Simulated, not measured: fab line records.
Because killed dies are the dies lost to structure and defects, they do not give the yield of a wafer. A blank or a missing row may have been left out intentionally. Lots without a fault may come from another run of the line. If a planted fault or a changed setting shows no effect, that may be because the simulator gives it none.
fab line records | flow n5-finfet
record lots=7 wafers=20 last-day=18
route steps=1938 shown BEOL_M13@1689 BEOL_M15@1830 PASSIVATION@1936
lots that met no fault: from a run of the same line without faults
start-h: the number of hours between the record's first day and the start of the first shown wafer of the lot | wait-h: hours since the lot's step before | " repeats the value in the row above | L1.1+2: one row covering several wafers at once | - no value, or no start given | * or withheld: withheld | < > ~ a bound
route shown NAME@n: a module of which the file shows steps, and the number in the route of the first | usual: the fault-free wafers' mean and standard deviation | same: alike in all rows | chamber/n: place in a boat | sites: per-site readings | _std_site: how widely they spread, as a standard deviation | _edge_site: the outer-site mean with the inner-site mean subtracted | radius-mm: how far each site lies from the wafer's centre | mask NAME#n: copy n | behind: the most recent tool/chamber to have shaped the wafer | hold: why the lot went on hold/how many hours it stayed there/how the hold came to an end | device: which transistor (n, p or np) failed to switch | end of line: the route-end tests of the same wafers | a step with no rows: only its recipe | killed: dies that structure and defects cost at the first sort, which is not the same as the wafer's yield | map: shows each die of a wafer: x if killed, . if not, _ if none is there
set.NAME: the setting the step ran with; set.NAME@STEP: the setting that earlier step ran with | model.NAME: the simulator's own value behind a step, which no gauge read
route steps across a sampled set of lots; one table per step, one row per wafer
services: when a tool's chamber went out of use (start-h, in hours from the record's first day, below 0 if earlier), for how many hours, and the reason
## steps
# step N5_BEOL_M13_CD_MEAS_28
# recipe target-cd-nm=209.5 landing-energy-ev=500 detector=se-inlens
# usual cd-nm=209.7/1.1
# columns lot.wafer tool chamber start-h wait-h cd-nm
L370.2 cd-sem-01 0 241.77 - 209.3
L370.3 " 0 " " 208.2
L370.6 " 0 " " 208.5
L374.1 cd-sem-03 0 282.85 - 210.2
L374.2 " 0 " " 208.1
L374.5 " 0 " " 209.2
L378.2 cd-sem-01 0 288.74 - 210.0
L378.4 " 0 " " 210.7
L378.5 " 0 " " 209.2
L379.5 cd-sem-01 0 298.00 - 209.6
L379.6 " 0 " " 208.9
L386.2 cd-sem-03 0 343.47 - 208.2
L386.3 " 0 " " 208.5
L386.5 " 0 " " 209.2
L389.2 cd-sem-01 0 350.98 - 210.5
L389.3 " 0 " " 209.3
L389.4 " 0 " " 210.0
L391.1 cd-sem-02 0 385.76 - 210.9
L391.3 " 0 " " 211.1
L391.5 " 0 " " 211.1
# step N5_BEOL_M13_TRENCH_ETCH_34
# recipe chemistry=C4F8/O2/Ar target=SiOC target-depth-a=4134.7 mask-material=SOC pressure-mtorr=30 source-w=3000 bias-w=700 Ar_flow_sccm=400 C4F8_flow_sccm=15 O2_flow_sccm=8 he-inner-torr=15 he-outer-torr=30 time-s=162.6 ion-energy-ev=250
# usual drypump-motor-current-A=5.5/0.53 he-inner-torr=15.00/0.03 oes-product-au=0.75/0.073 rf-vpp-V=664/3.8 showerhead-plenum-p-Torr=3.37/0.14 throttle-valve-pct=24.16/0.22
# columns lot.wafer tool chamber start-h wait-h drypump-motor-current-A he-inner-torr oes-product-au rf-hours-counter-h rf-vpp-V showerhead-plenum-p-Torr throttle-valve-pct
L370.2 rie-diel-01 2 242.55 0.0 6.3 15.05 0.71 177 665 3.39 24.00
L370.3 " 0 " " 5.4 14.99 0.76 129 658 3.18 24.03
L370.6 " 2 " " 6.3 15.01 0.71 - 667 3.39 23.98
L374.1 rie-diel-01 2 283.34 0.0 6.3 15.01 0.71 192 665 3.38 24.02
L374.2 " 0 " " 5.4 15.00 0.75 144 658 3.17 24.05
L374.5 " 0 " " 5.4 14.96 0.75 - 659 3.17 24.05
L378.2 rie-diel-01 0 289.31 0.0 5.4 15.00 0.75 146 659 3.17 24.05
L378.4 " 3 " " 5.8 15.04 0.97 6 664 3.37 23.97
L378.5 " 0 " " 5.4 14.99 0.75 - 658 3.17 24.05
L379.5 rie-diel-01 1 298.55 0.1 4.7 14.96 0.67 - 668 3.52 24.53
L379.6 " 2 " " 6.3 14.99 0.70 - 665 3.38 24.03
L386.2 rie-diel-02 2 343.96 0.0 5.0 14.93 0.71 210 663 3.26 24.15
L386.3 " 1 " " 6.3 15.04 0.73 199 661 3.26 24.01
L386.5 " 2 " " 5.1 14.93 0.71 - 662 3.26 24.16
L389.2 rie-diel-06 3 351.47 0.0 5.6 15.05 0.92 22 672 3.62 23.84
L389.3 " 2 " " 5.0 15.03 0.70 209 662 3.27 24.27
L389.4 " 1 " " 4.9 14.96 0.72 201 661 3.26 24.24
L391.1 rie-diel-01 2 386.25 0.0 6.3 15.01 0.67 226 664 3.36 24.05
L391.3 " 1 " " 4.7 15.01 0.99 2 668 3.51 24.24
L391.5 " 2 " " 6.3 15.00 0.68 - 663 3.36 24.05
# step N5_BEOL_M13_OCD_MEAS_35
# usual trench-depth-nm=409/4.6
# columns lot.wafer tool chamber start-h wait-h trench-depth-nm
L370.2 ocd-02 - 242.73 0.0 409
L370.3 " - " " 411
L370.6 " - " " 412
L374.1 ocd-01 - 283.51 0.0 411
L374.2 " - " " 379
L374.5 " - " " 384
L378.2 ocd-02 - 289.49 0.0 383
L378.4 " - " " 419
L378.5 " - " " 382
L379.5 ocd-02 - 298.66 0.0 380
L379.6 " - " " 409
L386.2 ocd-01 - 344.13 0.0 407
L386.3 " - " " 408
L386.5 " - " " 409
L389.2 ocd-02 - 351.64 0.0 423
L389.3 " - " " 415
L389.4 " - " " 405
L391.1 ocd-02 - 386.42 0.0 403
L391.3 " - " " 423
L391.5 " - " " 407
# step N5_BEOL_M13_ETCH_38
# recipe chemistry=CF4/N2 target=SiCN target-depth-a=675 taper-deg=2 time-s=71.9 ion-energy-ev=150 mask-material=SiO2 pressure-mtorr=40 source-w=430 bias-w=70 Ar_flow_sccm=100 cf4-flow-sccm=60 n2-flow-sccm=60
# usual drypump-motor-current-A=5.5/0.52 oes-product-au=0.76/0.085 rf-vpp-V=381.3/2.3 showerhead-plenum-p-Torr=2.17/0.088 throttle-valve-pct=15.41/0.21
# columns lot.wafer tool chamber start-h wait-h drypump-motor-current-A oes-product-au rf-hours-counter-h rf-vpp-V showerhead-plenum-p-Torr throttle-valve-pct
L370.2 rie-diel-01 1 244.52 - 4.7 0.69 212 384.2 2.28 15.75
L370.3 " 2 " " 6.3 0.71 178 382.0 2.19 15.34
L370.6 " 2 " " 6.4 0.71 - 380.6 2.19 15.32
L374.1 rie-diel-06 1 284.30 - 4.9 0.74 178 380.6 2.11 15.55
L374.2 " 3 " " 5.6 0.96 4 385.8 2.35 14.98
L374.5 " 1 " " 4.9 0.75 - 380.3 2.11 15.56
L378.2 rie-diel-02 2 292.46 - 5.1 0.72 193 379.2 2.11 15.45
L378.4 " 0 " " 5.2 0.82 79 384.7 2.32 15.15
L378.5 " 0 " " 5.2 0.83 - 386.3 2.32 15.15
L379.5 rie-diel-02 2 298.83 - 5.1 0.71 - 379.6 2.10 15.46
L379.6 " 0 " " 5.2 0.82 - 384.9 2.32 15.14
L386.2 rie-diel-02 0 344.33 - 5.3 0.80 97 384.0 2.31 15.18
L386.3 " 3 " " 5.9 0.73 189 381.1 2.20 15.50
L386.5 " 2 " " 5.1 0.70 - 379.2 2.10 15.49
L389.2 rie-diel-01 3 351.87 - 5.8 0.93 25 380.1 2.17 15.14
L389.3 " 1 " " 4.7 0.67 248 383.5 2.26 15.81
L389.4 " 0 " " 5.4 0.74 165 378.3 2.03 15.34
L391.1 rie-diel-01 3 386.99 - 5.7 0.91 36 381.3 2.17 15.16
L391.3 " 0 " " 5.4 0.73 176 377.1 2.03 15.36
L391.5 " 3 " " 5.7 0.90 - 381.8 2.17 15.17
# step N5_BEOL_M13_DEGAS_41
# recipe ambient=vacuum temp-c=250 time-s=60
# usual heater-power-w=335/35 susceptor-temp-C=250.01/0.16
# columns lot.wafer tool chamber start-h wait-h heater-power-w susceptor-temp-C
L370.2 pvd-sputter-01 - 245.25 0.6 290 249.96
L370.3 " - " " 342 250.22
L370.6 " - " " 324 250.23
L374.1 pvd-sputter-02 - 284.70 0.2 290 250.10
L374.2 " - " " 304 250.01
L374.5 " - " " 363 250.06
L378.2 pvd-sputter-02 - 293.36 0.7 324 249.91
L378.4 " - " " 293 250.06
L378.5 " - " " 293 249.95
L379.5 pvd-sputter-01 - 299.03 0.1 354 250.11
L379.6 " - " " 322 249.97
L386.2 pvd-sputter-02 - 344.94 0.4 310 249.79
L386.3 " - " " 287 250.13
L386.5 " - " " 296 249.90
L389.2 pvd-sputter-01 - 352.71 0.7 335 249.76
L389.3 " - " " 348 250.19
L389.4 " - " " 303 250.13
L391.1 pvd-sputter-02 - 387.44 0.3 328 250.07
L391.3 " - " " 313 250.38
L391.5 " - " " 364 249.95
# step N5_BEOL_M13_THK_MEAS_50
# recipe thk-meas-gauge=xrf reads=Cu_of_BEOL_M13_ECD_47
# usual M13_THK=416/5.3
# columns lot.wafer tool chamber start-h wait-h M13_THK[nm]
L370.2 film-metro-01 - 246.71 - 411
L370.3 " - " " 414
L370.6 " - " " 416
L374.1 film-metro-01 - 285.81 - 417
L374.2 " - " " 386
L374.5 " - " " 387
L378.2 film-metro-01 - 294.49 - 389
L378.4 " - " " 425
L378.5 " - " " 388
L379.5 film-metro-02 - 300.30 - 386
L379.6 " - " " 415
L386.2 film-metro-02 - 346.07 - 414
L386.3 " - " " 416
L386.5 " - " " 418
L389.2 film-metro-01 - 353.82 - 420
L389.3 " - " " 413
L389.4 " - " " 404
L391.1 film-metro-01 - 388.61 - 407
L391.3 " - " " 429
L391.5 " - " " 410
# step N5_BEOL_M13_RS_MEAS_54
# recipe thk-meas-gauge=four-point-probe reads=Cu_of_BEOL_M13_ECD_47+Ta_of_BEOL_M13_SPUTTER_44+TaN_of_BEOL_M13_SPUTTER_43
# usual M13_RS=0.0454/0.00053
# columns lot.wafer tool chamber start-h wait-h M13_RS[ohm/sq]
L370.2 film-metro-02 - 246.84 0.1 0.0454
L370.3 " - " " 0.0451
L370.6 " - " " 0.0450
L374.1 film-metro-02 - 285.94 0.0 0.0453
L374.2 " - " " 0.0491
L374.5 " - " " 0.0486
L378.2 film-metro-02 - 294.62 0.1 0.0487
L378.4 " - " " 0.0442
L378.5 " - " " 0.0487
L379.5 film-metro-02 - 300.43 0.0 0.0490
L379.6 " - " " 0.0455
L386.2 film-metro-01 - 346.20 0.1 0.0456
L386.3 " - " " 0.0456
L386.5 " - " " 0.0454
L389.2 film-metro-01 - 353.98 0.1 0.0440
L389.3 " - " " 0.0447
L389.4 " - " " 0.0458
L391.1 film-metro-01 - 388.77 0.1 0.0460
L391.3 " - " " 0.0438
L391.5 " - " " 0.0456
# step N5_BEOL_M15_RC_MEAS_101
# usual COMB_M10=1.4e-11/3.2e-12 COMB_M11=1.31e-11/2.6e-12 COMB_M12=5.3e-12/1.3e-12 COMB_M13=3.5e-12/1.1e-12 COMB_M14=2.5e-12/9.2e-13 COMB_M15=1.4e-12/7.1e-13 COMB_M5=3.4e-11/7.9e-12 COMB_M6=2.4e-11/5.1e-12 COMB_M7=2.3e-11/4.9e-12 COMB_M8=2.4e-11/5.6e-12 COMB_M9=1.4e-11/3e-12 SERP_M10=3.02/0.057 SERP_M11=3.07/0.061 SERP_M12=0.638/0.011 SERP_M13=0.311/0.0054 SERP_M13_max_site=0.314/0.0055 SERP_M14=0.1589/0.0025 SERP_M5=39.4/1.5 SERP_M5_max_site=41.3/1.7 SERP_M6=13.7/0.44 SERP_M7=13.8/0.39 SERP_M8=13.6/0.43 SERP_M9=3.07/0.057
# columns lot.wafer tool chamber start-h wait-h COMB_M10[S/m] COMB_M11[S/m] COMB_M12[S/m] COMB_M13[S/m] COMB_M14[S/m] COMB_M15[S/m] COMB_M5[S/m] COMB_M6[S/m] COMB_M7[S/m] COMB_M8[S/m] COMB_M9[S/m] SERP_M10[ohm/um] SERP_M11[ohm/um] SERP_M12[ohm/um] SERP_M13[ohm/um] SERP_M13_max_site[ohm/um] SERP_M14[ohm/um] SERP_M5[ohm/um] SERP_M5_max_site[ohm/um] SERP_M6[ohm/um] SERP_M7[ohm/um] SERP_M8[ohm/um] SERP_M9[ohm/um]
L370.2 prober-01 0 257.61 0.2 1.3e-11 1.41e-11 8.6e-12 3.7e-12 2.8e-12 1.6e-12 4.7e-11 2.6e-11 2.6e-11 3.2e-11 1.1e-11 2.92 3.09 0.653 0.311 0.313 0.1593 36.9 40.0 14.6 13.8 14.2 3.13
L370.3 " 0 " " 1.7e-11 1.17e-11 8.2e-12 3.7e-12 1.7e-12 1.7e-12 3e-11 3.4e-11 2.5e-11 2.8e-11 1e-11 3.00 3.06 0.631 0.316 0.317 0.1568 40.5 41.1 14.0 14.2 13.9 3.11
L370.6 " 0 " " 9e-12 1e-11 6.3e-12 2.7e-12 1.8e-12 1.5e-12 4e-11 3.2e-11 2.1e-11 2.7e-11 1.5e-11 2.96 3.06 0.656 0.308 0.311 0.1579 38.5 39.7 14.6 13.7 13.7 3.03
L374.1 prober-01 0 303.93 0.0 1.4e-11 1.53e-11 5.1e-12 4.1e-12 1.8e-12 3e-13 4.2e-11 2.9e-11 1.7e-11 2.5e-11 1.5e-11 3.18 3.08 0.652 0.310 0.313 0.1574 39.1 40.0 13.4 13.1 14.1 3.05
L374.2 " 0 " " 1.6e-11 1.8e-11 4e-12 4.5e-12 3e-13 1.5e-12 4.6e-11 3e-11 1.8e-11 2.6e-11 1.7e-11 3.14 3.03 0.681 0.340 0.345 0.1615 40.0 41.8 13.4 13.4 13.6 3.01
L374.5 " 0 " " 1.5e-11 1.03e-11 3.4e-12 3.6e-12 1.8e-12 8e-13 3.4e-11 2.1e-11 3e-11 2e-11 1.1e-11 3.10 3.11 0.666 0.336 0.342 0.1588 40.9 43.4 12.6 13.6 14.4 3.02
L378.2 prober-02 0 306.79 0.2 1.5e-11 1.08e-11 6.6e-12 5.2e-12 2.4e-12 1.3e-12 4.9e-11 1.6e-11 3.9e-11 2.4e-11 1.6e-11 3.02 3.10 0.638 0.333 0.336 0.1548 37.7 39.5 13.6 14.4 14.1 3.13
L378.4 " 0 " " 1.7e-11 8.8e-12 6e-12 5.4e-12 2.9e-12 2.2e-12 3.1e-11 2.5e-11 2.7e-11 2e-11 1.6e-11 3.12 2.96 0.636 0.300 0.306 0.1507 37.9 38.4 12.7 14.5 13.6 3.09
L378.5 " 0 " " 1.6e-11 1.39e-11 6e-12 4.5e-12 1.5e-12 1.3e-12 4e-11 1.9e-11 2.7e-11 1.8e-11 9e-12 3.03 2.97 0.635 0.336 0.338 0.1562 38.0 39.3 13.8 13.8 13.1 3.08
L379.5 prober-01 0 311.87 0.6 1.9e-11 1.42e-11 4.8e-12 2.3e-12 2e-12 1.5e-12 3e-11 1.8e-11 1.7e-11 2.2e-11 1.6e-11 3.14 3.23 0.640 0.339 0.342 0.1584 41.6 44.5 13.8 14.2 13.8 3.04
L379.6 " 0 " " 1.8e-11 1.26e-11 5.6e-12 2.6e-12 3.7e-12 4e-13 2.5e-11 2e-11 1.7e-11 1.8e-11 2.1e-11 3.16 3.09 0.656 0.312 0.315 0.1565 42.1 43.4 13.9 13.6 12.7 2.96
L386.2 prober-01 0 358.29 0.2 1.5e-11 1.68e-11 7.3e-12 3e-12 1.9e-12 1.4e-12 2.5e-11 2e-11 1.7e-11 2.2e-11 1.2e-11 3.04 3.09 0.630 0.318 0.321 0.1603 40.3 41.3 13.0 14.2 12.4 3.01
L386.3 " 0 " " 1.1e-11 1.05e-11 5.1e-12 3.6e-12 2.2e-12 5e-13 3.4e-11 2.6e-11 2.1e-11 2.2e-11 1.4e-11 3.01 3.02 0.625 0.314 0.318 0.1579 39.6 40.5 13.8 14.6 12.9 3.07
L386.5 " 0 " " 1.4e-11 1.44e-11 4e-12 3.4e-12 2e-12 6e-13 3.4e-11 2.4e-11 2.2e-11 1.8e-11 1.3e-11 2.98 3.13 0.643 0.315 0.318 0.1607 39.3 41.1 13.2 13.4 13.2 3.14
L389.2 prober-01 0 364.71 0.2 1.3e-11 1.3e-11 2.8e-12 2.5e-12 2.6e-12 1e-12 2.9e-11 2.1e-11 1.5e-11 1.9e-11 1.5e-11 3.08 3.11 0.631 0.300 0.304 0.1604 40.9 43.4 12.9 13.8 14.1 2.96
L389.3 " 0 " " 1.3e-11 9.4e-12 3.4e-12 4.2e-12 2.6e-12 8e-13 3e-11 2.4e-11 2.1e-11 2.5e-11 1.4e-11 3.03 3.09 0.634 0.306 0.314 0.1603 41.2 42.8 12.7 14.0 14.2 3.08
L389.4 " 0 " " 1e-11 7.5e-12 3.5e-12 4.1e-12 1.9e-12 9e-13 3.6e-11 2.5e-11 2e-11 2.1e-11 1.5e-11 3.05 3.10 0.648 0.317 0.320 0.1606 38.6 39.5 13.3 14.1 13.8 3.09
L391.1 prober-02 0 411.79 0.0 1.5e-11 9.9e-12 5e-12 5.2e-12 2.7e-12 2e-12 3.7e-11 2.6e-11 2.3e-11 1.9e-11 1.5e-11 3.01 3.12 0.640 0.311 0.313 0.1580 38.1 41.1 13.8 13.6 13.5 3.18
L391.3 " 0 " " 1.3e-11 1.23e-11 5.7e-12 3.2e-12 1.9e-12 2.3e-12 4.3e-11 1.9e-11 2.7e-11 2.6e-11 1e-11 3.03 3.14 0.640 0.296 0.298 0.1592 37.6 39.5 13.3 14.0 13.2 3.12
L391.5 " 0 " " 1.4e-11 1.34e-11 6e-12 3.7e-12 2.3e-12 1.7e-12 3.5e-11 3.1e-11 1.8e-11 2.3e-11 1.8e-11 2.99 3.19 0.634 0.311 0.313 0.1559 38.8 40.4 13.1 13.6 13.5 3.00
# sites SERP_M13 radius-mm=0,75,75,75,75,140,140,140,140
L370.2 0.310 0.311 0.311 0.311 0.309 0.312 0.312 0.313 0.313
L374.1 0.307 0.308 0.310 0.310 0.309 0.309 0.311 0.313 0.310
L378.2 0.333 0.336 0.336 0.334 0.335 0.329 0.328 0.332 0.329
L379.5 0.337 0.336 0.342 0.339 0.340 0.336 0.339 0.340 0.337
L386.2 0.319 0.320 0.320 0.321 0.316 0.316 0.315 0.318 0.315
L389.2 0.300 0.298 0.301 0.301 0.299 0.300 0.304 0.299 0.302
L391.1 0.309 0.313 0.311 0.309 0.308 0.311 0.309 0.311 0.311
# step N5_PASSIVATION_PROBE_49
# usual defect-limited-yield=91.2/1.4 killed_at_M0_to_M3=35/11 killed_at_M4_up=12/4.2 killed-at-contacts=13/5.6 killed-at-front-end=40/12 killed-at-other=3.3/2.6 killed-dies=103/17 killed-open=68/12 killed-short=34/7.6 sort_bin_5_function=5.1/0.95 sort_bin_6_memory=3.3/0.68 sort_bin_8_speed=0.00/0.007 sort-n-pass=1077/17 sort-yield-pct=91.2/1.4
# same gross-dies=1180 killed-at-back-side=0 sort_bin_4_leakage[%]=0
# columns lot.wafer tool chamber start-h wait-h defect-limited-yield[%] killed_at_M0_to_M3 killed_at_M4_up killed-at-contacts killed-at-front-end killed-at-other killed-dies killed-open killed-short sort_bin_5_function[%] sort_bin_6_memory[%] sort_bin_8_speed[%] sort-n-pass sort-yield-pct[%]
L370.2 prober-01 - 273.63 0.1 95.3 30 6 6 13 0 55 37 18 2.5 1.9 0 1125 95.3
L370.3 prober-01 - 273.68 0.1 92.9 22 18 13 31 0 84 57 25 4.3 2.6 0 1096 92.9
L370.6 prober-01 - 273.83 0.3 91.5 40 13 12 34 1 100 68 32 4.6 3.3 0 1080 91.5
L374.1 prober-02 - 318.73 0.0 92.5 27 10 7 41 4 89 62 25 4.4 2.9 0 1091 92.5
L374.2 prober-02 - 318.78 0.1 93.7 22 12 9 25 6 74 49 23 3.9 2.4 0 1106 93.7
L374.5 prober-02 - 318.93 0.2 89.4 45 11 32 30 7 125 84 39 6.4 4.1 0 1055 89.4
L379.5 prober-01 - 325.12 0.2 91.4 39 14 16 31 2 102 67 31 5.4 2.5 0 1078 91.4
L379.6 prober-01 - 325.17 0.3 91.1 35 9 12 45 4 105 79 26 5.1 3.7 0 1075 91.1
# killed by level:class
L370.2 BEOL_M2:geometric-particle:open=9 MOL_CONTACT_COAG:geometric-particle:open=6 STI_FIN_REVEAL:geometric-particle:open=5 BEOL_M1:geometric-particle:open=5 BEOL_M0_SAQP:geometric-particle:short=4 BEOL_M0_SAQP:geometric-particle:open=4 BEOL_M1:geometric-particle:short=4 STI_FIN_REVEAL:geometric-particle:short=2
L370.3 MOL_CONTACT_COAG:geometric-particle:open=10 BEOL_M4:geometric-particle:open=9 STI_FIN_REVEAL:geometric-particle:open=8 BEOL_M3:geometric-particle:open=6 BEOL_M1:geometric-particle:open=5 ILD0:geometric-particle:open=4 ILD0:geometric-particle:short=4 BEOL_M0_SAQP:geometric-particle:open=4
L370.6 STI_FIN_REVEAL:geometric-particle:open=13 BEOL_M0_SAQP:geometric-particle:short=11 MOL_CONTACT_COAG:geometric-particle:open=10 BEOL_M0_SAQP:geometric-particle:open=9 BEOL_M1:geometric-particle:open=7 BEOL_M4:geometric-particle:open=6 BEOL_M2:geometric-particle:open=6 ILD0:geometric-particle:short=4
L374.1 DUMMY_GATE:geometric-particle:open=14 BEOL_M0_SAQP:geometric-particle:short=9 BEOL_M0_SAQP:geometric-particle:open=8 MOL_CONTACT_COAG:geometric-particle:open=7 BEOL_M1:geometric-particle:open=6 STI_FIN_REVEAL:geometric-particle:open=5 DUMMY_GATE:geometric-particle:short=5 ILD0:geometric-particle:open=3
L374.2 MOL_CONTACT_COAG:geometric-particle:open=9 BEOL_M0_SAQP:geometric-particle:open=9 FIN_SAQP:geometric-particle:short=6 FIN_SAQP:geometric-particle:open=5 STI_FIN_REVEAL:geometric-particle:open=4 BEOL_M0:geometric-particle:short=4 STARTING-WAFER:geometric-particle:open=4 BEOL_M0_SAQP:geometric-particle:short=3
L374.5 MOL_CONTACT_COAG:geometric-particle:open=23 BEOL_M0_SAQP:geometric-particle:open=14 BEOL_M1:geometric-particle:open=10 FIN_SAQP:geometric-particle:short=9 MOL_CONTACT_COAG:geometric-particle:short=9 FIN_SAQP:geometric-particle:open=7 BEOL_M0_SAQP:geometric-particle:short=6 BEOL_M2:geometric-particle:open=6
L379.5 STI_FIN_REVEAL:geometric-particle:open=10 MOL_CONTACT_COAG:geometric-particle:open=9 BEOL_M4:geometric-particle:open=8 BEOL_M0_SAQP:geometric-particle:open=8 MOL_CONTACT_COAG:geometric-particle:short=6 BEOL_M0_SAQP:geometric-particle:short=6 BEOL_M2:geometric-particle:open=6 BEOL_M3:geometric-particle:open=6
L379.6 BEOL_M0_SAQP:geometric-particle:open=16 STI_FIN_REVEAL:geometric-particle:open=13 MOL_CONTACT_COAG:geometric-particle:open=10 FIN_SAQP:geometric-particle:open=9 STARTING-WAFER:geometric-particle:short=6 BEOL_M0_SAQP:geometric-particle:short=5 BEOL_M2:geometric-particle:open=5 BEOL_M1:geometric-particle:open=4
## services
# columns tool chamber start-h hours kind
rie-diel-01 2 235.65 2.4 repair
rie-diel-01 3 236.99 5.4 repair
rie-diel-01 3 242.70 - clean
rie-diel-01 3 242.70 - consumable-replace:esc
rie-diel-01 3 242.70 - consumable-replace:focus-ring
rie-diel-01 3 242.70 18.6 scheduled-down
rie-diel-01 3 242.70 18.6 vent-cycle
rie-diel-06 3 247.21 - clean
rie-diel-06 3 247.21 - consumable-replace:focus-ring
rie-diel-06 3 247.21 - consumable-replace:showerhead
rie-diel-06 3 247.21 23.3 scheduled-down
rie-diel-06 3 247.21 23.3 vent-cycle
rie-diel-01 0 277.94 1.8 repair
rie-diel-01 3 279.67 7.2 repair
pvd-sputter-01 - 281.97 1.4 repair
rie-diel-02 3 292.71 8.2 repair
rie-diel-02 2 316.58 4.0 repair
pvd-sputter-01 - 327.03 2.4 repair
rie-diel-01 1 360.02 - clean
rie-diel-01 1 360.02 - consumable-replace:focus-ring
rie-diel-01 1 360.02 20.2 scheduled-down
rie-diel-01 1 360.02 20.2 vent-cycle
pvd-sputter-02 - 370.99 0.6 repair
pvd-sputter-01 - 380.43 12.0 repair
## key
first-sign step=N5_BEOL_M13_OCD_MEAS_35 reading=trench-depth-nm direction=down sigmas=6.1 usual=409 struck=381
effect step=N5_BEOL_M13_THK_MEAS_50 reading=M13_THK direction=down sigmas=5.5 usual=416 struck=387
effect step=N5_BEOL_M13_RS_MEAS_54 reading=M13_RS direction=up sigmas=6.5 usual=0.0454 struck=0.0488
effect step=N5_BEOL_M15_RC_MEAS_101 reading=SERP_M13 direction=up sigmas=4.7 usual=0.311 struck=0.337
met-at N5_BEOL_M13_TRENCH_ETCH_34
struck-lots L374,L378,L379
struck-wafers L374.2,L374.5,L378.2,L378.5,L379.5
not-acting-at N5_BEOL_M13_CD_MEAS_28,N5_BEOL_M13_ETCH_38,N5_BEOL_M13_DEGAS_41
onset-between 242.55 283.34
fault kind=process-parameter-drift tool=rie-diel-01 chamber=- onset-h=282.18 steps=N5_BEOL_M13_TRENCH_ETCH_34 channel=target-depth-a offset=-273.41 shape=step end-h=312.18 scope=struck-wafers-only acts-in=these-recipes-only stated=4134.7
